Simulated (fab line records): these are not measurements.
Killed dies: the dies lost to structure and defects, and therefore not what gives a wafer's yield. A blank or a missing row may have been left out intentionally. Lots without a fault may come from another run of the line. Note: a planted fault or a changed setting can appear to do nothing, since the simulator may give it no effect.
fab line records + flow n5_finfet + part 2 of 2: steps 4 to 6 of 6
[record]
- lots = 23
- wafers = 69
- last_day = 17
route steps=1938 shown HKMG_FIN@407 GATE_CUT@473
lots with no fault: from the same line, run without faults
start_h: hours from the record's first day to the start of the lot's first wafer shown + wait_h: time in hours since the lot's previous step + " the same as in the row above + L1.1+2: a row that stands for several wafers + - value missing, or start not given + * or withheld: withheld + < > ~ a bound
route shown NAME@n: NAME is a module with steps in the file, n the number in the route of the first one + usual: average and standard deviation across the fault-free wafers + same: alike in all rows + chamber/n: place in a boat + sites: each site's reading + _std_site: how widely they spread, as a standard deviation + _edge_site: mean of outer sites minus mean of inner sites + radius_mm: for every site, how far away it sits from the centre of the wafer + mask NAME#n: copy n + behind: the last tool/chamber to shape the wafer + hold: the reason the lot was held/the length of the hold in hours/how it ended + device: whichever transistor did not switch (one of n, p or np) + end of line: the route-end tests of the same wafers + for a step that has no rows: nothing shown but its recipe + killed: at the first sort, the dies lost to defects and structure; wafer yield is something else + map: shows each die of a wafer: x if killed, . if not, _ if none is there
set.NAME: the setting as run; set.NAME@STEP: as run at that earlier step + model.NAME: the simulator's own value behind a step, which no gauge read
a sample of lots followed through the steps of the route, with each step as a table and each wafer as a row
services: from which hour (start_h, from the record's first day; less than 0 if before it) a tool's chamber was out of use, for how many hours, and why
[[steps]]
[step N5_HKMG_FIN_STRIP_89]
[recipe]
- chemistry = N2/H2
- material = SOC
- time_s = 20
- power_w = 500
- temp_c = 40
- pressure_mtorr = 50
- rf_frequency_hz = 6e+07
- bias_power_w = 8
- h2_frac = 0.5
- n2_flow_sccm = 300
- h2_flow_sccm = 300
[usual]
- drypump_motor_current_A = 5.8/0.47
- h2_flow_sccm = 300.0/0.95
- oes_product_au = 0.78/0.061
- rf_vpp_V = 54.3/0.76
- showerhead_plenum_p_Torr = 3.41/0.074
- throttle_valve_pct = 19.1/0.33
| lot.wafer | tool        | chamber | start_h | wait_h | drypump_motor_current_A | h2_flow_sccm | oes_product_au | rf_hours_counter_h | rf_vpp_V | showerhead_plenum_p_Torr | throttle_valve_pct |
|-----------|-------------|---------|---------|--------|-------------------------|--------------|----------------|--------------------|----------|--------------------------|--------------------|
| L074.3    | rie_diel-02 | 1       | 76.42   | 0.0    | 6.3                     | 300.3        | 0.72           | 195                | 53.9     | 3.35                     | 18.8               |
| L074.5    | "           | 3       | "       | "      | 5.9                     | 300.3        | 0.81           | -                  | 54.1     | 3.39                     | 19.5               |
| L074.6    | "           | 0       | "       | "      | 6.5                     | 297.8        | 0.93           | -                  | 53.2     | 3.59                     | 19.2               |
| L076.3    | rie_diel-06 | 3       | 97.71   | 0.0    | 5.7                     | 300.6        | 0.87           | 59                 | 54.5     | 3.40                     | 19.1               |
| L076.4    | "           | 0       | "       | "      | 6.4                     | 300.8        | 0.73           | 171                | 53.7     | 3.34                     | 19.7               |
| L076.6    | "           | 0       | "       | "      | 6.4                     | 300.8        | 0.73           | -                  | 54.4     | 3.34                     | 19.7               |
| L077.2    | rie_diel-05 | 0       | 101.54  | 0.0    | 5.5                     | 300.8        | 0.82           | 90                 | 55.1     | 3.38                     | 18.7               |
| L077.5    | "           | 2       | "       | "      | 4.9                     | 299.1        | 0.74           | -                  | 55.0     | 3.50                     | 18.9               |
| L077.6    | "           | 1       | "       | "      | 6.2                     | 300.6        | 0.88           | -                  | 54.9     | 3.41                     | 19.4               |
| L078.1    | rie_diel-06 | 0       | 107.63  | 0.0    | 6.4                     | 299.5        | 0.73           | 174                | 54.7     | 3.34                     | 19.7               |
| L078.3    | "           | 1       | "       | "      | 5.7                     | 300.6        | 0.73           | 180                | 55.7     | 3.47                     | 18.6               |
| L078.6    | "           | 1       | "       | "      | 5.7                     | 299.2        | 0.72           | -                  | 55.6     | 3.47                     | 18.6               |
| L079.1    | rie_diel-05 | 0       | 110.76  | 0.0    | 5.5                     | 301.7        | 0.81           | 93                 | 55.4     | 3.37                     | 18.7               |
| L079.3    | "           | 1       | "       | "      | 6.2                     | 298.3        | 0.87           | 57                 | 54.6     | 3.40                     | 19.4               |
| L079.5    | "           | 2       | "       | "      | 4.9                     | 301.1        | 0.75           | -                  | 55.0     | 3.50                     | 18.9               |
| L080.1    | rie_diel-02 | 2       | 113.38  | 0.0    | 5.1                     | 301.2        | 0.74           | 172                | 53.2     | 3.34                     | 19.2               |
| L080.2    | "           | 1       | "       | "      | 6.3                     | 301.2        | 0.72           | 207                | 53.8     | 3.34                     | 18.8               |
| L080.4    | "           | 0       | "       | "      | 6.5                     | 300.9        | 0.91           | 38                 | 54.9     | 3.58                     | 19.2               |
| L081.2    | rie_diel-06 | 1       | 121.52  | 0.0    | 5.7                     | 297.8        | 0.72           | 184                | 54.3     | 3.47                     | 18.7               |
| L081.5    | "           | 3       | "       | "      | 5.7                     | 302.4        | 0.85           | -                  | 53.5     | 3.39                     | 19.1               |
| L081.6    | "           | 2       | "       | "      | 5.5                     | 301.1        | 0.81           | -                  | 54.2     | 3.40                     | 18.9               |
| L082.1    | rie_diel-06 | 3       | 125.29  | 0.0    | 5.7                     | 299.4        | 0.85           | 69                 | 54.9     | 3.39                     | 19.1               |
| L082.2    | "           | 0       | "       | "      | 6.4                     | 299.2        | 0.72           | 180                | 54.1     | 3.33                     | 19.7               |
| L082.3    | "           | 1       | "       | "      | 5.7                     | 300.7        | 0.72           | 186                | 54.6     | 3.47                     | 18.6               |
| L083.3    | rie_diel-05 | 2       | 129.95  | 0.0    | 4.9                     | 298.9        | 0.74           | 169                | 55.4     | 3.49                     | 18.9               |
| L083.4    | "           | 3       | "       | "      | 5.5                     | 300.7        | 0.85           | 72                 | 54.3     | 3.52                     | 18.9               |
| L083.5    | "           | 0       | "       | "      | 5.5                     | 300.8        | 0.80           | -                  | 54.4     | 3.37                     | 18.8               |
| L084.3    | rie_diel-06 | 2       | 138.66  | 0.0    | 5.5                     | 300.2        | 0.80           | 99                 | 53.5     | 3.39                     | 18.9               |
| L084.4    | "           | 3       | "       | "      | 5.7                     | 299.1        | 0.84           | 74                 | 53.7     | 3.39                     | 19.1               |
| L084.6    | "           | 1       | "       | "      | 5.7                     | 300.3        | 0.72           | -                  | 54.7     | 3.46                     | 18.7               |
| L085.2    | rie_diel-06 | 0       | 151.27  | 0.0    | 6.4                     | 298.6        | 0.72           | 189                | 54.6     | 3.33                     | 19.7               |
| L085.4    | "           | 2       | "       | "      | 5.5                     | 298.6        | 0.79           | 105                | 53.7     | 3.39                     | 18.9               |
| L085.5    | "           | 3       | "       | "      | 5.7                     | 300.3        | 0.83           | -                  | 53.6     | 3.39                     | 19.1               |
| L086.2    | rie_diel-06 | 2       | 152.50  | 0.0    | 5.5                     | 301.0        | 0.79           | 105                | 53.6     | 3.39                     | 18.9               |
| L086.3    | "           | 1       | "       | "      | 5.7                     | 298.8        | 0.71           | 196                | 53.8     | 3.46                     | 18.6               |
| L086.5    | "           | 0       | "       | "      | 6.4                     | 300.1        | 0.72           | -                  | 52.6     | 3.33                     | 19.8               |
| L087.3    | rie_diel-05 | 1       | 158.04  | 0.0    | 6.2                     | 300.7        | 0.85           | 74                 | 53.8     | 3.40                     | 19.4               |
| L087.4    | "           | 0       | "       | "      | 5.5                     | 300.4        | 0.80           | 109                | 55.0     | 3.36                     | 18.8               |
| L087.5    | "           | 0       | "       | "      | 5.5                     | 298.8        | 0.80           | -                  | 54.3     | 3.36                     | 18.8               |
| L088.1    | rie_diel-05 | 0       | 165.95  | 0.0    | 5.5                     | 299.2        | 0.80           | 113                | 55.0     | 3.36                     | 18.8               |
| L088.3    | "           | 1       | "       | "      | 6.2                     | 300.1        | 0.84           | 78                 | 55.5     | 3.39                     | 19.4               |
| L088.5    | "           | 1       | "       | "      | 6.2                     | 300.2        | 0.83           | -                  | 54.5     | 3.39                     | 19.4               |
| L089.1    | rie_diel-05 | 1       | 167.96  | 0.0    | 6.2                     | 301.2        | 0.84           | 80                 | 54.1     | 3.39                     | 19.4               |
| L089.5    | "           | 1       | "       | "      | 6.2                     | 301.9        | 0.84           | -                  | 53.7     | 3.39                     | 19.4               |
| L089.6    | "           | 3       | "       | "      | 5.5                     | 299.6        | 0.83           | -                  | 54.5     | 3.52                     | 18.9               |
| L090.2    | rie_diel-05 | 3       | 178.67  | 0.0    | 5.5                     | 298.9        | 0.82           | 92                 | 53.1     | 3.51                     | 18.9               |
| L090.5    | "           | 3       | "       | "      | 5.5                     | 299.1        | 0.82           | -                  | 54.3     | 3.51                     | 18.9               |
| L090.6    | "           | 2       | "       | "      | 4.9                     | 298.7        | 0.73           | -                  | 54.5     | 3.48                     | 18.9               |
| L091.1    | rie_diel-02 | 1       | 183.57  | 0.0    | 6.3                     | 300.6        | 0.71           | 224                | 53.7     | 3.33                     | 18.9               |
| L091.2    | "           | 2       | "       | "      | 5.1                     | 299.4        | 0.72           | 189                | 53.6     | 3.33                     | 19.2               |
| L091.6    | "           | 2       | "       | "      | 5.1                     | 300.0        | 0.73           | -                  | 53.5     | 3.33                     | 19.2               |
| L092.1    | rie_diel-02 | 1       | 190.10  | 0.0    | 6.2                     | 299.8        | 0.71           | 226                | 52.6     | 3.33                     | 18.9               |
| L092.3    | "           | 0       | "       | "      | 6.5                     | 301.5        | 0.87           | 57                 | 53.9     | 3.57                     | 19.2               |
| L092.4    | "           | 3       | "       | "      | 5.9                     | 300.4        | 0.78           | 123                | 54.1     | 3.37                     | 19.5               |
| L093.2    | rie_diel-06 | 1       | 194.59  | 0.0    | 5.7                     | 299.0        | 0.71           | 210                | 54.9     | 3.45                     | 18.7               |
| L093.4    | "           | 3       | "       | "      | 5.7                     | 299.3        | 0.82           | 97                 | 54.6     | 3.38                     | 19.2               |
| L093.5    | "           | 3       | "       | "      | 5.7                     | 301.7        | 0.82           | -                  | 54.1     | 3.38                     | 19.2               |
| L094.1    | rie_diel-06 | 0       | 200.52  | 0.0    | 6.4                     | 299.6        | 0.70           | 210                | 54.9     | 3.32                     | 19.8               |
| L094.2    | "           | 3       | "       | "      | 5.7                     | 299.3        | 0.81           | 100                | 55.0     | 3.38                     | 19.2               |
| L094.3    | "           | 1       | "       | "      | 5.7                     | 301.9        | 0.70           | 212                | 53.8     | 3.45                     | 18.7               |
| L095.2    | rie_diel-06 | 0       | 203.04  | 0.0    | 6.4                     | 300.6        | 0.69           | 212                | 55.0     | 3.32                     | 19.8               |
| L095.3    | "           | 3       | "       | "      | 5.7                     | 300.3        | 0.81           | 101                | 54.0     | 3.38                     | 19.2               |
| L095.5    | "           | 0       | "       | "      | 6.4                     | 302.2        | 0.70           | -                  | 55.6     | 3.32                     | 19.8               |
| L096.2    | rie_diel-02 | 1       | 210.90  | 0.0    | 6.3                     | 300.1        | 0.70           | 234                | 53.4     | 3.33                     | 18.9               |
| L096.4    | "           | 0       | "       | "      | 6.6                     | 301.4        | 0.85           | 65                 | 54.3     | 3.57                     | 19.3               |
| L096.5    | "           | 1       | "       | "      | 6.3                     | 301.0        | 0.70           | -                  | 55.2     | 3.33                     | 18.9               |
| L097.1    | rie_diel-02 | 0       | 213.62  | 0.0    | 6.5                     | 297.6        | 0.86           | 67                 | 53.9     | 3.57                     | 19.3               |
| L097.3    | "           | 2       | "       | "      | 5.1                     | 300.0        | 0.71           | 200                | 54.0     | 3.32                     | 19.2               |
| L097.5    | "           | 1       | "       | "      | 6.3                     | 300.6        | 0.69           | -                  | 54.7     | 3.33                     | 18.9               |
[step N5_GATE_CUT_SAC_CAP_01]
[recipe]
- material = SiNx
- target_thk_a = 240
- temp_c = 400
- ald_precursor_family = SiH2I2
- ald_co_reactant = N2/H2-plasma
- pulse_time_s = 1
- ald_cycles = 480
- purge_time_s = 2
- co_reactant_purge_time_s = 2
- pressure_torr = 2
[usual]
- heater_power_w = 820/69
- precursor_pulse_height_rel = 0.998/0.02
[same]
- ald_cycles = 480
| lot.wafer | tool       | chamber | start_h | wait_h | heater_power_w | precursor_pulse_height_rel |
|-----------|------------|---------|---------|--------|----------------|----------------------------|
| L074.3    | ald_sin-01 | 2       | 80.48   | 0.0    | 766            | 0.986                      |
| L074.5    | "          | 1       | 81.56   | 1.1    | 774            | 1.017                      |
| L074.6    | "          | 0       | "       | "      | 798            | 0.982                      |
| L076.3    | ald_sin-02 | 3       | 101.37  | 0.0    | 778            | 1.001                      |
| L076.4    | "          | 2       | "       | "      | 887            | 0.962                      |
| L076.6    | "          | 2       | 102.45  | 1.1    | 898            | 1.038                      |
| L077.2    | ald_sin-04 | 0       | 105.37  | 0.0    | 795            | 0.980                      |
| L077.5    | "          | 0       | 106.46  | 1.1    | 784            | 0.974                      |
| L077.6    | "          | 3       | "       | "      | 770            | 1.012                      |
| L078.1    | ald_sin-02 | 1       | 113.66  | 0.1    | 813            | 0.992                      |
| L078.3    | "          | 2       | "       | "      | 892            | 0.971                      |
| L078.6    | "          | 3       | 114.75  | 1.2    | 779            | 0.976                      |
| L079.1    | ald_sin-01 | 2       | 114.89  | 0.0    | 758            | 1.005                      |
| L079.3    | "          | 0       | "       | "      | 778            | 0.992                      |
| L079.5    | "          | 2       | 115.98  | 1.1    | 774            | 1.022                      |
| L080.1    | ald_sin-01 | 3       | 117.27  | 0.0    | 872            | 0.976                      |
| L080.2    | "          | 2       | "       | "      | 763            | 0.976                      |
| L080.4    | "          | 1       | 118.35  | 1.1    | 770            | 1.009                      |
| L081.2    | ald_sin-04 | 2       | 125.60  | 0.0    | 1008           | 1.019                      |
| L081.5    | "          | 1       | 126.69  | 1.1    | 836            | 0.983                      |
| L081.6    | "          | 0       | "       | "      | 798            | 0.974                      |
| L082.1    | ald_sin-04 | 0       | 128.94  | 0.0    | 784            | 0.983                      |
| L082.2    | "          | 2       | "       | "      | 1007           | 0.946                      |
| L082.3    | "          | 1       | "       | "      | 849            | 1.015                      |
| L083.3    | ald_sin-01 | 3       | 134.91  | 1.3    | 877            | 0.999                      |
| L083.4    | "          | 0       | "       | "      | 770            | 1.010                      |
| L083.5    | "          | 1       | 136.00  | 2.4    | 804            | 1.019                      |
| L084.3    | ald_sin-04 | 2       | 143.72  | 1.4    | 1017           | 1.020                      |
| L084.4    | "          | 1       | "       | "      | 830            | 1.032                      |
| L084.6    | "          | 0       | 144.80  | 2.5    | 800            | 1.035                      |
| L085.2    | ald_sin-02 | 1       | 155.17  | 0.0    | 785            | 0.989                      |
| L085.4    | "          | 3       | "       | "      | 780            | 0.978                      |
| L085.5    | "          | 0       | 156.26  | 1.1    | 785            | 1.013                      |
| L086.2    | ald_sin-04 | 1       | 157.19  | 0.7    | 820            | 1.001                      |
| L086.3    | "          | 2       | "       | "      | 1025           | 1.026                      |
| L086.5    | "          | 2       | 158.28  | 1.8    | 1023           | 0.987                      |
| L087.3    | ald_sin-01 | 2       | 161.70  | 0.0    | 757            | 0.991                      |
| L087.4    | "          | 0       | "       | "      | 798            | 0.974                      |
| L087.5    | "          | 0       | 162.79  | 1.1    | 760            | 0.966                      |
| L088.1    | ald_sin-02 | 3       | 170.25  | 0.6    | 802            | 0.979                      |
| L088.3    | "          | 2       | "       | "      | 897            | 1.017                      |
| L088.5    | "          | 3       | 171.34  | 1.7    | 816            | 1.014                      |
| L089.1    | ald_sin-04 | 0       | 171.73  | 0.1    | 795            | 1.007                      |
| L089.5    | "          | 0       | 172.82  | 1.2    | 802            | 1.042                      |
| L089.6    | "          | 3       | "       | "      | 776            | 1.012                      |
| L090.2    | ald_sin-04 | 1       | 182.77  | 0.1    | 812            | 1.035                      |
| L090.5    | "          | 1       | 183.86  | 1.2    | 830            | 0.990                      |
| L090.6    | "          | 0       | "       | "      | 793            | 1.012                      |
| L091.1    | ald_sin-01 | 3       | 188.30  | 1.0    | 876            | 0.996                      |
| L091.2    | "          | 0       | "       | "      | 780            | 0.987                      |
| L091.6    | "          | 0       | 189.39  | 2.0    | 778            | 0.980                      |
| L092.1    | ald_sin-02 | 1       | 194.01  | 0.1    | 771            | 0.986                      |
| L092.3    | "          | 2       | "       | "      | 903            | 1.026                      |
| L092.4    | "          | 0       | "       | "      | 771            | 1.003                      |
| L093.2    | ald_sin-04 | 2       | 199.07  | 0.8    | 1006           | 0.980                      |
| L093.4    | "          | 1       | "       | "      | 835            | 1.002                      |
| L093.5    | "          | 1       | 200.16  | 1.9    | 831            | 0.999                      |
| L094.1    | ald_sin-02 | 2       | 204.24  | 0.0    | 903            | 1.005                      |
| L094.2    | "          | 3       | "       | "      | 789            | 0.984                      |
| L094.3    | "          | 0       | "       | "      | 760            | 0.969                      |
| L095.2    | ald_sin-04 | 0       | 206.78  | 0.0    | 803            | 1.011                      |
| L095.3    | "          | 2       | "       | "      | 1013           | 0.998                      |
| L095.5    | "          | 2       | 207.87  | 1.1    | 1004           | 0.978                      |
| L096.2    | ald_sin-02 | 3       | 214.68  | 0.0    | 790            | 1.020                      |
| L096.4    | "          | 2       | "       | "      | 898            | 0.994                      |
| L096.5    | "          | 0       | 215.76  | 1.1    | 759            | 0.998                      |
| L097.1    | ald_sin-02 | 3       | 217.27  | 0.0    | 797            | 1.016                      |
| L097.3    | "          | 0       | "       | "      | 773            | 0.992                      |
| L097.5    | "          | 3       | 218.35  | 1.1    | 803            | 0.993                      |
[step N5_GATE_CUT_CMP_23]
[recipe]
- stop_on = SiO2
- t_overpolish_s = 23.4
- post_cmp_clean = alkaline_brush
- down_force_psi = 2.5
- platen_rpm = 51.8
- pad_velocity_m_s = 1.0307
- target_thk_nm = 16
[usual]
- motor_current_A = 9.2/0.88
- overpolish_run_s = 23.400/0.0077
- slurry_flow_ml_min = 150.1/0.46
- time_to_endpoint_s = 19.2/2.2
| lot.wafer | tool   | chamber | start_h | wait_h | motor_current_A | overpolish_run_s | slurry_flow_ml_min | time_to_endpoint_s |
|-----------|--------|---------|---------|--------|-----------------|------------------|--------------------|--------------------|
| L074.3    | cmp-03 | 2       | 85.99   | 0.8    | 8.1             | 23.406           | 149.6              | 21.0               |
| L074.5    | "      | 2       | "       | "      | 7.9             | 23.402           | 149.3              | 20.5               |
| L074.6    | "      | 3       | "       | "      | 9.0             | 23.398           | 150.0              | 22.2               |
| L076.4    | cmp-03 | 1       | 107.23  | 0.9    | 10.6            | 23.397           | 149.4              | 20.8               |
| L076.3    | "      | 2       | "       | "      | 7.7             | 23.395           | 150.9              | 20.3               |
| L076.6    | "      | 3       | "       | "      | 9.3             | 23.398           | 149.9              | 21.8               |
| L077.2    | cmp-03 | 0       | 110.76  | 0.8    | 9.4             | 23.399           | 150.0              | 21.8               |
| L077.6    | "      | 0       | "       | "      | 9.8             | 23.395           | 150.5              | 20.3               |
| L077.5    | "      | 1       | "       | "      | 10.6            | 23.399           | 150.5              | 17.2               |
| L078.3    | cmp-04 | 3       | 120.46  | 0.8    | 10.9            | 23.386           | 150.5              | 16.1               |
| L078.1    | "      | 0       | "       | "      | 10.0            | 23.395           | 149.6              | 19.1               |
| L078.6    | "      | 0       | "       | "      | 10.8            | 23.390           | 150.0              | 19.6               |
| L079.1    | cmp-01 | 1       | 121.11  | 0.8    | 9.0             | 23.403           | 149.8              | 16.2               |
| L079.3    | "      | 2       | "       | "      | 8.5             | 23.389           | 149.6              | 16.9               |
| L079.5    | "      | 2       | "       | "      | 8.5             | 23.400           | 150.8              | 17.0               |
| L080.1    | cmp-03 | 0       | 123.02  | 0.8    | 9.8             | 23.400           | 150.2              | 18.8               |
| L080.2    | "      | 1       | "       | "      | 10.7            | 23.402           | 149.8              | 19.1               |
| L080.4    | "      | 2       | "       | "      | 7.7             | 23.387           | 150.4              | 16.4               |
| L081.2    | cmp-01 | 1       | 131.06  | 0.8    | 9.0             | 23.397           | 149.7              | 20.6               |
| L081.5    | "      | 0       | "       | "      | 9.7             | 23.401           | 150.3              | 22.2               |
| L081.6    | "      | 1       | "       | "      | 9.6             | 23.397           | 150.1              | 18.2               |
| L082.3    | cmp-03 | 1       | 134.49  | 0.8    | 10.8            | 23.400           | 150.3              | 18.5               |
| L082.2    | "      | 2       | "       | "      | 7.9             | 23.404           | 149.7              | 17.9               |
| L082.1    | "      | 3       | "       | "      | 9.8             | 23.412           | 149.8              | 18.5               |
| L083.4    | cmp-03 | 0       | 140.38  | 0.8    | 9.7             | 23.415           | 149.6              | 21.3               |
| L083.3    | "      | 1       | "       | "      | 10.5            | 23.391           | 150.9              | 18.4               |
| L083.5    | "      | 2       | "       | "      | 7.3             | 23.390           | 151.4              | 19.1               |
| L084.4    | cmp-04 | 3       | 149.23  | 0.8    | 10.4            | 23.402           | 150.2              | 18.0               |
| L084.3    | "      | 0       | "       | "      | 10.4            | 23.400           | 149.6              | 21.4               |
| L084.6    | "      | 3       | "       | "      | 9.9             | 23.401           | 150.7              | 16.3               |
| L085.4    | cmp-04 | 1       | 160.61  | 0.8    | 8.2             | 23.417           | 149.8              | 20.4               |
| L085.2    | "      | 3       | "       | "      | 10.5            | 23.402           | 149.7              | 16.1               |
| L085.5    | "      | 1       | "       | "      | 7.7             | 23.408           | 149.9              | 19.3               |
| L086.2    | cmp-01 | 0       | 163.59  | 0.8    | 9.0             | 23.395           | 150.2              | 21.7               |
| L086.3    | "      | 3       | "       | "      | 9.2             | 23.416           | 149.8              | 16.4               |
| L086.5    | "      | 0       | "       | "      | 9.6             | 23.400           | 150.2              | 22.0               |
| L087.3    | cmp-01 | 3       | 167.32  | 0.9    | 8.9             | 23.404           | 150.2              | 20.9               |
| L087.4    | "      | 0       | "       | "      | 9.3             | 23.402           | 149.7              | 22.9               |
| L087.5    | "      | 2       | "       | "      | 8.1             | 23.384           | 150.2              | 17.7               |
| L088.1    | cmp-03 | 1       | 175.97  | 0.8    | 10.4            | 23.411           | 149.1              | 15.6               |
| L088.3    | "      | 2       | "       | "      | 7.4             | 23.405           | 150.4              | 17.9               |
| L088.5    | "      | 2       | "       | "      | 7.5             | 23.404           | 150.5              | 16.4               |
| L089.1    | cmp-03 | 2       | 177.24  | 0.8    | 7.3             | 23.403           | 150.4              | 17.5               |
| L089.6    | "      | 2       | "       | "      | 7.9             | 23.402           | 149.6              | 17.4               |
| L089.5    | "      | 3       | "       | "      | 9.4             | 23.407           | 150.0              | 20.3               |
| L090.2    | cmp-01 | 1       | 188.44  | 0.9    | 8.8             | 23.397           | 150.1              | 20.5               |
| L090.6    | "      | 2       | "       | "      | 8.4             | 23.407           | 150.6              | 20.6               |
| L090.5    | "      | 3       | "       | "      | 8.3             | 23.406           | 150.0              | 19.2               |
| L091.2    | cmp-01 | 0       | 193.85  | 0.8    | 8.8             | 23.404           | 150.4              | 20.8               |
| L091.1    | "      | 2       | "       | "      | 8.4             | 23.399           | 148.9              | 18.1               |
| L091.6    | "      | 3       | "       | "      | 8.8             | 23.400           | 150.0              | 15.0               |
| L092.4    | cmp-01 | 0       | 199.45  | 0.8    | 8.7             | 23.400           | 149.6              | 22.5               |
| L092.3    | "      | 1       | "       | "      | 9.0             | 23.410           | 150.0              | 19.0               |
| L092.1    | "      | 3       | "       | "      | 8.9             | 23.393           | 150.5              | 18.7               |
| L093.2    | cmp-04 | 2       | 204.72  | 0.8    | 8.6             | 23.403           | 150.2              | 21.1               |
| L093.4    | "      | 3       | "       | "      | 10.4            | 23.390           | 150.0              | 19.6               |
| L093.5    | "      | 1       | "       | "      | 8.3             | 23.395           | 150.7              | 17.6               |
| L094.1    | cmp-01 | 0       | 209.67  | 0.8    | 9.0             | 23.399           | 150.0              | 21.8               |
| L094.3    | "      | 1       | "       | "      | 9.6             | 23.401           | 150.0              | 15.5               |
| L094.2    | "      | 2       | "       | "      | 8.6             | 23.396           | 149.7              | 17.0               |
| L095.2    | cmp-01 | 0       | 212.39  | 0.8    | 8.8             | 23.398           | 149.9              | 21.7               |
| L095.3    | "      | 1       | "       | "      | 9.1             | 23.409           | 150.3              | 17.7               |
| L095.5    | "      | 2       | "       | "      | 7.8             | 23.397           | 149.9              | 16.2               |
| L096.2    | cmp-01 | 1       | 220.37  | 0.8    | 8.9             | 23.405           | 151.0              | 21.0               |
| L096.4    | "      | 0       | "       | "      | 9.3             | 23.395           | 149.5              | 24.4               |
| L096.5    | "      | 2       | "       | "      | 8.6             | 23.391           | 150.1              | 19.2               |
| L097.1    | cmp-04 | 2       | 222.90  | 0.8    | 8.5             | 23.399           | 150.4              | 22.1               |
| L097.3    | "      | 1       | "       | "      | 7.9             | 23.412           | 149.4              | 22.4               |
| L097.5    | "      | 3       | "       | "      | 10.9            | 23.392           | 150.1              | 18.4               |
[[services]]
| tool        | chamber | start_h | hours | kind   |
|-------------|---------|---------|-------|--------|
| ald_sin-02  | 0       | 64.17   | 15.5  | repair |
| rie_diel-02 | 0       | 64.99   | 3.1   | repair |
| ald_sin-02  | 3       | 77.70   | 2.4   | repair |
| cmp-04      | -       | 82.95   | 6.9   | pm     |
| ald_sin-04  | -       | 85.96   | 14.0  | pm     |
| cmp-03      | -       | 90.38   | 4.7   | pm     |
| rie_diel-06 | 3       | 91.74   | 2.4   | repair |
| cmp-04      | -       | 93.07   | 14.5  | repair |
| cmp-04      | -       | 107.92  | 2.0   | repair |
| ald_sin-02  | -       | 112.32  | 0.6   | repair |
| ald_sin-01  | 0       | 116.49  | 4.4   | repair |
| cmp-01      | -       | 121.33  | 4.0   | pm     |
| ald_sin-01  | -       | 134.08  | 0.8   | pm     |
| ald_sin-02  | -       | 134.75  | 2.8   | pm     |
| rie_diel-02 | -       | 156.72  | 16.8  | repair |
| rie_diel-06 | 1       | 161.09  | 4.9   | repair |
| rie_diel-05 | 2       | 164.28  | 5.6   | repair |
| ald_sin-02  | -       | 177.21  | 14.0  | pm     |
| cmp-01      | -       | 182.65  | 5.5   | pm     |
| cmp-04      | -       | 192.23  | 4.0   | pm     |
| cmp-03      | -       | 196.27  | 4.3   | pm     |
| ald_sin-02  | -       | 206.42  | 0.3   | repair |
| rie_diel-06 | 3       | 211.16  | 15.1  | repair |
| cmp-03      | -       | 222.71  | 2.0   | repair |
